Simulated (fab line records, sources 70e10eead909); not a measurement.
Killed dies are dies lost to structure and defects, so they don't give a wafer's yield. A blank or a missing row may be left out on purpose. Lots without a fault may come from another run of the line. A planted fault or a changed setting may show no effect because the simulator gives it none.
Which tool did it? | flow nand_harc | 24 lots, 72 wafers sampled, at 6 steps of a route of 1302

WHAT THE GAUGES READ, wafer by wafer
The record holds no reading of a measuring or inspecting step that can be judged against a usual standard deviation.

WHICH TOOL RAN EACH LOT (tool, then ch and the chambers of the sampled wafers, then the start)
lot  | NHARC_P_GATE_DESCUM_13             | NHARC_P_GATE_DESCUM_48             | NHARC_P_GATE_STRIP_75                | NHARC_P_M1_DESCUM_14               | NHARC_P_M1_PVD_21                       | NHARC_P_M1_DEP_33
L075 | rie_diel-03 ch 1,2,3, day 5 02:15  | rie_diel-01 ch 0,1,3, day 6 05:08  | plasma_asher-02 ch 0,1, day 6 05:49  | rie_diel-02 ch 0,2,3, day 6 22:08  | pvd_sputter-02, day 7 00:55 or earlier  | pecvd-03 ch 1,2, day 7 00:55
L076 | rie_diel-03 ch 0,1, day 5 06:59    | rie_diel-07 ch 0,1, day 6 18:00    | plasma_asher-01 ch 1, day 6 18:40    | rie_diel-09 ch 1,3, day 7 10:16    | pvd_sputter-01, day 7 13:04 or earlier  | pecvd-04 ch 0,1,2, day 7 13:04
L077 | rie_diel-07 ch 0,1,2, day 5 14:35  | rie_diel-01 ch 0,1, day 6 23:14    | plasma_asher-02 ch 0,1, day 6 23:55  | rie_diel-12 ch 2,3, day 7 15:34    | pvd_sputter-02, day 7 18:22 or earlier  | pecvd-04 ch 0,1,2, day 7 18:22
L074 | rie_diel-03 ch 0,3, day 5 22:25    | rie_diel-07 ch 0,1, day 7 00:58    | plasma_asher-01 ch 0,1, day 7 01:39  | rie_diel-12 ch 0,3, day 7 17:43    | pvd_sputter-01, day 7 20:38 or earlier  | pecvd-03 ch 1,2, day 7 20:38
L078 | rie_diel-01 ch 2,3, day 5 22:35    | rie_diel-07 ch 0,3, day 7 05:35    | plasma_asher-02 ch 0,1, day 7 06:21  | rie_diel-12 ch 0,1,3, day 7 22:21  | pvd_sputter-01, day 8 01:10 or earlier  | pecvd-01 ch 0,1,2, day 8 01:10
L079 | rie_diel-07 ch 0,1, day 6 10:09    | rie_diel-01 ch 0,2,3, day 7 13:59  | plasma_asher-02 ch 0,1, day 7 14:39  | rie_diel-09 ch 0,1,2, day 8 06:16  | pvd_sputter-01, day 8 09:04 or earlier  | pecvd-01 ch 0,2, day 8 09:04
L080 | rie_diel-01 ch 2,3, day 6 17:37    | rie_diel-01 ch 0,1,3, day 8 02:07  | plasma_asher-02 ch 0,1, day 8 02:46  | rie_diel-09 ch 2,3, day 8 18:47    | pvd_sputter-03, day 8 21:39 or earlier  | pecvd-01 ch 0,1,2, day 8 21:39
L081 | rie_diel-01 ch 1,2,3, day 7 09:47  | rie_diel-07 ch 0,2, day 8 11:38    | plasma_asher-01 ch 0,1, day 8 12:19  | rie_diel-12 ch 0,1,3, day 9 04:22  | pvd_sputter-02, day 9 07:05 or earlier  | pecvd-03 ch 1,2, day 9 07:05
L082 | rie_diel-01 ch 0,1,2, day 7 21:25  | rie_diel-03 ch 1,2,3, day 9 01:59  | plasma_asher-01 ch 1, day 9 02:40    | rie_diel-12 ch 0,1,3, day 9 18:17  | pvd_sputter-03, day 9 21:01 or earlier  | pecvd-04 ch 0,1,2, day 9 21:01
L083 | rie_diel-01 ch 0,2,3, day 8 04:34  | rie_diel-01 ch 0,3, day 9 06:26    | plasma_asher-01 ch 0,1, day 9 07:05  | rie_diel-12 ch 1,2, day 9 22:47    | pvd_sputter-01, day 10 01:35 or earlier | pecvd-01 ch 1,2, day 10 01:35
L084 | rie_diel-01 ch 0,1,3, day 8 23:59  | rie_diel-07 ch 1,2,3, day 10 05:50 | plasma_asher-02 ch 0,1, day 10 06:31 | rie_diel-12 ch 1,3, day 10 22:14   | pvd_sputter-03, day 11 01:01 or earlier | pecvd-04 ch 1,2, day 11 01:01
L085 | rie_diel-01 ch 0,1,2, day 9 00:10  | rie_diel-07 ch 0,1, day 10 02:51   | plasma_asher-01 ch 0,1, day 10 03:32 | rie_diel-12 ch 1,2,3, day 10 19:28 | pvd_sputter-01, day 10 22:16 or earlier | pecvd-03 ch 0,1,2, day 10 22:16
L086 | rie_diel-03 ch 0,3, day 9 09:41    | rie_diel-03 ch 0,2, day 10 13:28   | plasma_asher-01 ch 0, day 10 14:08   | rie_diel-09 ch 0,2,3, day 11 05:59 | pvd_sputter-02, day 11 08:43 or earlier | pecvd-04 ch 0,1, day 11 08:43
L088 | rie_diel-07 ch 1,2,3, day 10 14:04 | rie_diel-01 ch 0,2,3, day 11 18:21 | plasma_asher-01 ch 0,1, day 11 20:43 | rie_diel-09 ch 0,1,2, day 12 13:10 | pvd_sputter-03, day 12 15:53 or earlier | pecvd-03 ch 0,1,2, day 12 15:53
L087 | rie_diel-03 ch 1,2,3, day 10 14:15 | rie_diel-01 ch 0,1,2, day 11 17:42 | plasma_asher-02 ch 0,1, day 11 20:16 | rie_diel-09 ch 0,1, day 12 12:17   | pvd_sputter-02, day 12 15:05 or earlier | pecvd-01 ch 0,1,2, day 12 15:05
L089 | rie_diel-03 ch 0,1,3, day 10 18:20 | rie_diel-01 ch 1,2,3, day 12 08:40 | plasma_asher-01 ch 0,1, day 12 09:20 | rie_diel-12 ch 0,1,2, day 13 02:08 | pvd_sputter-01, day 13 04:50 or earlier | pecvd-03 ch 1,2, day 13 04:50
L090 | rie_diel-01 ch 0,1,3, day 11 01:28 | rie_diel-03 ch 0,2,3, day 12 10:59 | plasma_asher-02 ch 0,1, day 12 11:39 | rie_diel-12 ch 0,1,3, day 13 03:17 | pvd_sputter-02, day 13 06:01 or earlier | pecvd-03 ch 0,1,2, day 13 06:01
L091 | rie_diel-07 ch 1,2, day 11 09:19   | rie_diel-03 ch 0,1, day 12 17:15   | plasma_asher-01 ch 0,1, day 12 17:56 | rie_diel-12 ch 0,2,3, day 13 09:50 | pvd_sputter-03, day 13 12:36 or earlier | pecvd-01 ch 0,1,2, day 13 12:36
L093 | rie_diel-03 ch 2,3, day 12 02:53   | rie_diel-01 ch 1,3, day 13 05:13   | plasma_asher-01 ch 0,1, day 13 05:52 | rie_diel-09 ch 1,2,3, day 13 21:55 | pvd_sputter-02, day 14 00:40 or earlier | pecvd-03 ch 0,1,2, day 14 00:40
L092 | rie_diel-07 ch 0,2, day 12 03:03   | rie_diel-01 ch 0,2,3, day 13 07:51 | plasma_asher-01 ch 0,1, day 13 08:32 | rie_diel-12 ch 2,3, day 14 00:02   | pvd_sputter-03, day 14 02:48 or earlier | pecvd-03 ch 0,1,2, day 14 02:48
L094 | rie_diel-03 ch 0,1,2, day 12 15:51 | rie_diel-07 ch 1,2,3, day 13 18:29 | plasma_asher-02 ch 0,1, day 13 19:11 | rie_diel-12 ch 0,1,3, day 14 10:55 | pvd_sputter-01, day 14 14:08 or earlier | pecvd-03 ch 1,2, day 14 14:08
L095 | rie_diel-03 ch 2,3, day 13 05:07   | rie_diel-07 ch 0,3, day 14 10:49   | plasma_asher-02 ch 0,1, day 14 11:31 | rie_diel-09 ch 0,1,3, day 15 03:13 | pvd_sputter-03, day 15 06:02 or earlier | pecvd-03 ch 0,1,2, day 15 06:02
L096 | rie_diel-01 ch 0,1, day 13 09:49   | rie_diel-07 ch 0,1,3, day 14 14:56 | plasma_asher-01 ch 0,1, day 14 15:35 | rie_diel-09 ch 0,1,3, day 15 07:47 | pvd_sputter-03, day 15 10:56 or earlier | pecvd-01 ch 0,1,2, day 15 10:56
L097 | rie_diel-01 ch 0,1,3, day 13 21:37 | rie_diel-07 ch 0,2, day 15 02:07   | plasma_asher-02 ch 0,1, day 15 02:47 | rie_diel-12 ch 0,2,3, day 15 18:44 | pvd_sputter-01, day 15 21:29 or earlier | pecvd-03 ch 0,1, day 15 21:29
- NHARC_P_GATE_DESCUM_13: chemistry O2, time 3 s.
- NHARC_P_GATE_DESCUM_48: chemistry O2, time 3 s.
- NHARC_P_GATE_STRIP_75: strips in O2.
- NHARC_P_M1_DESCUM_14: chemistry O2, time 3 s.
- NHARC_P_M1_PVD_21: deposits Cu, target thk 30 nm, time 20.49 s.
- NHARC_P_M1_DEP_33: deposits SiCN, target thk 30 nm.

WHAT THE TOOLS THEMSELVES READ (means of the sampled wafers that have a number; where no wafer has one, the mark that the record gives instead)
NHARC_P_GATE_DESCUM_13.
lot  | tool        | drypump_motor_current_A (A) | oes_product_au (a.u.) | rf_vpp_V (V) | showerhead_plenum_p_Torr (Torr) | throttle_valve_pct (%)
L075 | rie_diel-03 | 6.0                         | 1.008                 | 57.5         | 1.89                            | 11.307
L076 | rie_diel-03 | 6.3                         | 0.999                 | 57.6         | 1.89                            | 11.316
L077 | rie_diel-07 | 5.8                         | 1.010                 | 58.2         | 1.91                            | 11.314
L074 | rie_diel-03 | 6.0                         | 1.011                 | 57.8         | 1.84                            | 11.317
L078 | rie_diel-01 | 5.3                         | 0.999                 | 58.2         | 1.89                            | 11.311
L079 | rie_diel-07 | 5.4                         | 1.010                 | 57.0         | 1.89                            | 11.324
L080 | rie_diel-01 | 5.3                         | 1.008                 | 57.9         | 1.89                            | 11.308
L081 | rie_diel-01 | 5.7                         | 1.004                 | 56.7         | 1.87                            | 11.306
L082 | rie_diel-01 | 6.1                         | 1.004                 | 57.7         | 1.82                            | 11.308
L083 | rie_diel-01 | 5.5                         | 1.003                 | 57.8         | 1.86                            | 11.309
L084 | rie_diel-01 | 5.9                         | 1.000                 | 56.6         | 1.85                            | 11.306
L085 | rie_diel-01 | 6.1                         | 0.999                 | 56.4         | 1.82                            | 11.313
L086 | rie_diel-03 | 5.9                         | 1.012                 | 57.7         | 1.84                            | 11.313
L088 | rie_diel-07 | 5.9                         | 1.002                 | 58.4         | 1.95                            | 11.322
L087 | rie_diel-03 | 6.0                         | 1.018                 | 57.7         | 1.89                            | 11.307
L089 | rie_diel-03 | 6.1                         | 1.006                 | 57.1         | 1.89                            | 11.311
L090 | rie_diel-01 | 5.9                         | 1.005                 | 57.6         | 1.84                            | 11.315
L091 | rie_diel-07 | 6.4                         | 1.011                 | 57.7         | 1.91                            | 11.303
L093 | rie_diel-03 | 5.8                         | 1.010                 | 57.3         | 1.83                            | 11.307
L092 | rie_diel-07 | 5.3                         | 1.013                 | 57.7         | 1.90                            | 11.300
L094 | rie_diel-03 | 6.2                         | 1.016                 | 57.1         | 1.89                            | 11.318
L095 | rie_diel-03 | 5.8                         | 1.023                 | 57.0         | 1.83                            | 11.305
L096 | rie_diel-01 | 6.5                         | 1.007                 | 56.6         | 1.80                            | 11.318
L097 | rie_diel-01 | 5.9                         | 1.004                 | 57.4         | 1.84                            | 11.314

NHARC_P_GATE_DESCUM_48.
lot  | tool        | drypump_motor_current_A (A) | oes_product_au (a.u.) | rf_vpp_V (V) | showerhead_plenum_p_Torr (Torr) | throttle_valve_pct (%)
L075 | rie_diel-01 | 5.9                         | 0.996                 | 57.8         | 1.85                            | 11.301
L076 | rie_diel-07 | 6.0                         | 1.010                 | 58.2         | 1.89                            | 11.295
L077 | rie_diel-01 | 6.5                         | 0.993                 | 57.4         | 1.80                            | 11.303
L074 | rie_diel-07 | 5.4                         | 1.018                 | 57.4         | 1.89                            | 11.312
L078 | rie_diel-07 | 5.1                         | 1.015                 | 58.0         | 1.97                            | 11.311
L079 | rie_diel-01 | 5.5                         | 1.002                 | 57.7         | 1.86                            | 11.306
L080 | rie_diel-01 | 5.9                         | 1.007                 | 58.5         | 1.85                            | 11.317
L081 | rie_diel-07 | 5.3                         | 1.011                 | 57.5         | 1.90                            | 11.322
L082 | rie_diel-03 | 6.0                         | 1.000                 | 57.3         | 1.89                            | 11.303
L083 | rie_diel-01 | 5.7                         | 1.005                 | 57.5         | 1.84                            | 11.311
L084 | rie_diel-07 | 5.9                         | 1.014                 | 57.9         | 1.95                            | 11.316
L085 | rie_diel-07 | 6.0                         | 1.010                 | 56.9         | 1.89                            | 11.306
L086 | rie_diel-03 | 6.0                         | 1.018                 | 57.2         | 1.83                            | 11.302
L088 | rie_diel-01 | 5.5                         | 0.999                 | 57.8         | 1.86                            | 11.304
L087 | rie_diel-01 | 6.1                         | 0.999                 | 57.3         | 1.82                            | 11.304
L089 | rie_diel-01 | 5.7                         | 1.009                 | 57.8         | 1.87                            | 11.306
L090 | rie_diel-03 | 5.9                         | 1.006                 | 58.2         | 1.83                            | 11.309
L091 | rie_diel-03 | 6.4                         | 1.016                 | 57.8         | 1.94                            | 11.312
L093 | rie_diel-01 | 6.1                         | 1.007                 | 57.3         | 1.85                            | 11.307
L092 | rie_diel-01 | 5.5                         | 1.010                 | 57.7         | 1.86                            | 11.314
L094 | rie_diel-07 | 5.9                         | 1.002                 | 58.0         | 1.95                            | 11.319
L095 | rie_diel-07 | 5.0                         | 1.012                 | 58.2         | 1.92                            | 11.321
L096 | rie_diel-07 | 5.5                         | 1.017                 | 57.4         | 1.93                            | 11.310
L097 | rie_diel-07 | 5.3                         | 1.017                 | 57.7         | 1.90                            | 11.309

NHARC_P_GATE_STRIP_75.
lot  | tool            | drypump_motor_current_A (A) | heater_power_w (W)
L075 | plasma_asher-02 | 5.5                         | 351
L076 | plasma_asher-01 | 6.2                         | 337
L077 | plasma_asher-02 | 5.3                         | 345
L074 | plasma_asher-01 | 6.2                         | 335
L078 | plasma_asher-02 | 5.3                         | 345
L079 | plasma_asher-02 | 5.3                         | 344
L080 | plasma_asher-02 | 5.5                         | 347
L081 | plasma_asher-01 | 6.2                         | 329
L082 | plasma_asher-01 | 6.2                         | 335
L083 | plasma_asher-01 | 6.1                         | 322
L084 | plasma_asher-02 | 5.5                         | 345
L085 | plasma_asher-01 | 6.2                         | 329
L086 | plasma_asher-01 | 6.0                         | 315
L088 | plasma_asher-01 | 6.1                         | 320
L087 | plasma_asher-02 | 5.5                         | 353
L089 | plasma_asher-01 | 6.1                         | 324
L090 | plasma_asher-02 | 5.5                         | 346
L091 | plasma_asher-01 | 6.2                         | 324
L093 | plasma_asher-01 | 6.1                         | 320
L092 | plasma_asher-01 | 6.2                         | 325
L094 | plasma_asher-02 | 5.3                         | 343
L095 | plasma_asher-02 | 5.3                         | 338
L096 | plasma_asher-01 | 6.1                         | 317
L097 | plasma_asher-02 | 5.3                         | 343

NHARC_P_M1_DESCUM_14.
lot  | tool        | drypump_motor_current_A (A) | oes_product_au (a.u.) | rf_vpp_V (V) | showerhead_plenum_p_Torr (Torr) | throttle_valve_pct (%)
L075 | rie_diel-02 | 6.0                         | 0.999                 | 57.3         | 1.86                            | 11.311
L076 | rie_diel-09 | 6.2                         | 1.004                 | 56.5         | 1.87                            | 11.312
L077 | rie_diel-12 | 5.7                         | 1.005                 | 57.2         | 1.87                            | 11.319
L074 | rie_diel-12 | 5.7                         | 0.999                 | 57.2         | 1.82                            | 11.322
L078 | rie_diel-12 | 5.6                         | 1.005                 | 57.4         | 1.88                            | 11.317
L079 | rie_diel-09 | 6.1                         | 1.004                 | 58.0         | 1.95                            | 11.310
L080 | rie_diel-09 | 6.4                         | 1.009                 | 57.2         | 1.86                            | 11.303
L081 | rie_diel-12 | 5.6                         | 1.006                 | 57.4         | 1.88                            | 11.312
L082 | rie_diel-12 | 5.6                         | 1.008                 | 56.8         | 1.88                            | 11.317
L083 | rie_diel-12 | 5.5                         | 1.008                 | 57.6         | 1.98                            | 11.307
L084 | rie_diel-12 | 5.7                         | 0.996                 | 57.7         | 1.88                            | 11.312
L085 | rie_diel-12 | 5.6                         | 1.000                 | 57.9         | 1.93                            | 11.310
L086 | rie_diel-09 | 6.2                         | 1.006                 | 57.6         | 1.88                            | 11.316
L088 | rie_diel-09 | 6.1                         | 1.000                 | 58.3         | 1.94                            | 11.302
L087 | rie_diel-09 | 5.8                         | 0.993                 | 57.7         | 1.90                            | 11.312
L089 | rie_diel-12 | 5.5                         | 1.000                 | 58.4         | 1.93                            | 11.318
L090 | rie_diel-12 | 5.6                         | 1.004                 | 57.7         | 1.88                            | 11.311
L091 | rie_diel-12 | 5.6                         | 1.005                 | 57.5         | 1.86                            | 11.308
L093 | rie_diel-09 | 6.3                         | 1.012                 | 58.2         | 1.92                            | 11.318
L092 | rie_diel-12 | 5.7                         | 1.000                 | 58.6         | 1.86                            | 11.314
L094 | rie_diel-12 | 5.6                         | 1.000                 | 57.2         | 1.88                            | 11.311
L095 | rie_diel-09 | 6.0                         | 1.001                 | 57.4         | 1.88                            | 11.303
L096 | rie_diel-09 | 6.0                         | 1.002                 | 57.7         | 1.88                            | 11.312
L097 | rie_diel-12 | 5.6                         | 0.999                 | 56.7         | 1.86                            | 11.318

NHARC_P_M1_PVD_21.
lot  | tool           | throttle_valve_pct (%)
L075 | pvd_sputter-02 | 29.3
L076 | pvd_sputter-01 | 30.2
L077 | pvd_sputter-02 | 29.7
L074 | pvd_sputter-01 | 29.2
L078 | pvd_sputter-01 | 30.1
L079 | pvd_sputter-01 | 29.3
L080 | pvd_sputter-03 | 29.7
L081 | pvd_sputter-02 | 29.7
L082 | pvd_sputter-03 | 29.6
L083 | pvd_sputter-01 | 31.1
L084 | pvd_sputter-03 | 29.2
L085 | pvd_sputter-01 | 29.3
L086 | pvd_sputter-02 | 30.5
L088 | pvd_sputter-03 | 30.4
L087 | pvd_sputter-02 | 29.9
L089 | pvd_sputter-01 | 30.2
L090 | pvd_sputter-02 | 29.6
L091 | pvd_sputter-03 | 30.5
L093 | pvd_sputter-02 | 30.4
L092 | pvd_sputter-03 | 29.8
L094 | pvd_sputter-01 | 29.5
L095 | pvd_sputter-03 | 30.0
L096 | pvd_sputter-03 | 29.9
L097 | pvd_sputter-01 | 29.4

NHARC_P_M1_DEP_33.
lot  | tool     | heater_power_w (W) | rf_fwd_power_W (W) | susceptor_temp_C (C)
L075 | pecvd-03 | 575                | 449.0              | 369.91
L076 | pecvd-04 | 576                | 449.1              | 370.21
L077 | pecvd-04 | 637                | 449.0              | 369.92
L074 | pecvd-03 | 589                | 449.5              | 369.93
L078 | pecvd-01 | 621                | 450.2              | 370.07
L079 | pecvd-01 | 647                | 450.4              | 370.16
L080 | pecvd-01 | 604                | 449.9              | 370.14
L081 | pecvd-03 | 546                | 447.5              | 369.88
L082 | pecvd-04 | 634                | 450.1              | 370.09
L083 | pecvd-01 | 621                | 450.7              | 370.00
L084 | pecvd-04 | 692                | 448.8              | 369.87
L085 | pecvd-03 | 556                | 450.1              | 370.20
L086 | pecvd-04 | 567                | 448.9              | 370.15
L088 | pecvd-03 | 563                | 450.3              | 369.93
L087 | pecvd-01 | 633                | 451.2              | 370.18
L089 | pecvd-03 | 550                | 451.0              | 370.01
L090 | pecvd-03 | 509                | 449.0              | 369.91
L091 | pecvd-01 | 607                | 449.3              | 369.97
L093 | pecvd-03 | 542                | 449.4              | 370.03
L092 | pecvd-03 | 561                | 450.1              | 370.26
L094 | pecvd-03 | 598                | 447.4              | 370.17
L095 | pecvd-03 | 577                | 450.2              | 370.04
L096 | pecvd-01 | 687                | 449.4              | 369.93
L097 | pecvd-03 | 566                | 449.4              | 370.05

THE ANSWER, worked out from the rows above alone
Rule: what is usual is taken from the lots themselves. Put in order of their means at a reading, lots are off if they are a third of the lots or fewer, leave a main group of 4 or more, and stand apart from it by a gap of 3 or more times the standard deviation of the main group's means; of several such gaps the widest counts. A main group whose means are all the same, to the digits that the tables above print for the reading, isn't used. A lot without any number at a reading at which 4 lots or more have one is off too. The other lots that the step has rows for count as sound. The gauges are gone through in route order, then the tools' own readings, and for those a lot's mean is taken as printed above. The first step at which some lot is off is used, and at that step the reading that is off furthest; a lot without a number counts as furthest.
No lot is off at any reading shown: from this, nothing can be told.

WHAT THE SIMULATOR HAD PUT IN
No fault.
